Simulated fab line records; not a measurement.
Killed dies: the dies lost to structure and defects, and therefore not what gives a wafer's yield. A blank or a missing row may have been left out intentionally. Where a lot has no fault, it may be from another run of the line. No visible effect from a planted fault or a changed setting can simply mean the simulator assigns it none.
Check for tools in common -- flow nandHarc -- 4 lots and 10 wafers in the sample

WHAT PROMPTED THE OPENING
On 2 of the 4 lots, a flag is raised at NHARC_END_SORT_01 on the reading killedAtArray. No-fault wafers: 46, standard deviation 16.
Rule: flag the lot when none of its wafers has a number, or when each of its wafers that has one lies beyond 4 standard deviations from that mean. The other lots count as sound.

lot,measured,on,"killedAtArray, wafer by wafer",flag
L900,day 25 04:01,prober-01,670 668 675,FLAGGED
L909,day 29 18:41,prober-01,668 671 669,FLAGGED
L911,day 30 09:39,prober-02,61 42 52,
L914,day 32 02:07,prober-01,37,
The mean of the flagged lots' numbers is 670, +624 from the usual (+39 standard deviations).

EACH LOT AND THE TOOL IT RAN ON
The record holds 2 process steps before the reading, out of a route of 1302 steps. Cell contents, in order: the tool; ch with the chambers the sampled wafers went through; the start.
lot,flag,NHARC_A_CHANNEL_HOLE_D1_DEP_00,NHARC_A_CHANNEL_HOLE_D1_DEP_01
L900,FLAGGED,"aclDep-02 ch 0, day 9 16:00","pecvd-03 ch 0,1,2, day 9 21:48"
L909,FLAGGED,"aclDep-02 ch 0, day 13 04:23","pecvd-01 ch 1,2, day 13 08:43"
L911,,"aclDep-02 ch 0, day 14 14:57","pecvd-04 ch 1,2, day 14 16:54"
L914,,"aclDep-02 ch 0, day 15 09:56","pecvd-01 ch 0,1,2, day 15 11:52"
What these steps do:
- NHARC_A_CHANNEL_HOLE_D1_DEP_00: deposits aC, target thk 3100 nm.
- NHARC_A_CHANNEL_HOLE_D1_DEP_01: deposits SiON, target thk 140 nm.
- NHARC_END_SORT_01

FLAGGED AGAINST TOTAL, ONE TOOL AT A TIME (gauges that did the reading follow at the end)
step,tool,lots run,flagged,share of the flagged lots,sound lots run after its first flagged lot
NHARC_A_CHANNEL_HOLE_D1_DEP_00,aclDep-02,4,2,all,"2 (L911,L914)"
NHARC_A_CHANNEL_HOLE_D1_DEP_01,pecvd-01,2,1,some,1 (L914)
NHARC_A_CHANNEL_HOLE_D1_DEP_01,pecvd-03,1,1,some,0
NHARC_A_CHANNEL_HOLE_D1_DEP_01,pecvd-04,1,0,none,-
NHARC_END_SORT_01,prober-01,3,2,all,1 (L914)
NHARC_END_SORT_01,prober-02,1,0,none,-

WHAT THE TABLE ALLOWS
In 2 table rows, all flagged lots were run: aclDep-02 (NHARC_A_CHANNEL_HOLE_D1_DEP_00), prober-01 (NHARC_END_SORT_01).
- aclDep-02 at NHARC_A_CHANNEL_HOLE_D1_DEP_00 ran 4 lots, 2 of them flagged. Sound lots ran on it after the first flagged one (L911, L914), which a lasting fault on the whole tool wouldn't allow.
- prober-01 at NHARC_END_SORT_01 ran 3 lots, 2 of them flagged. Sound lots ran on it after the first flagged one (L914), which a lasting fault on the whole tool wouldn't allow.
There is no row in the table that ran each flagged lot and no sound lot after the first.

WHAT WAS PUT IN BY THE SIMULATOR
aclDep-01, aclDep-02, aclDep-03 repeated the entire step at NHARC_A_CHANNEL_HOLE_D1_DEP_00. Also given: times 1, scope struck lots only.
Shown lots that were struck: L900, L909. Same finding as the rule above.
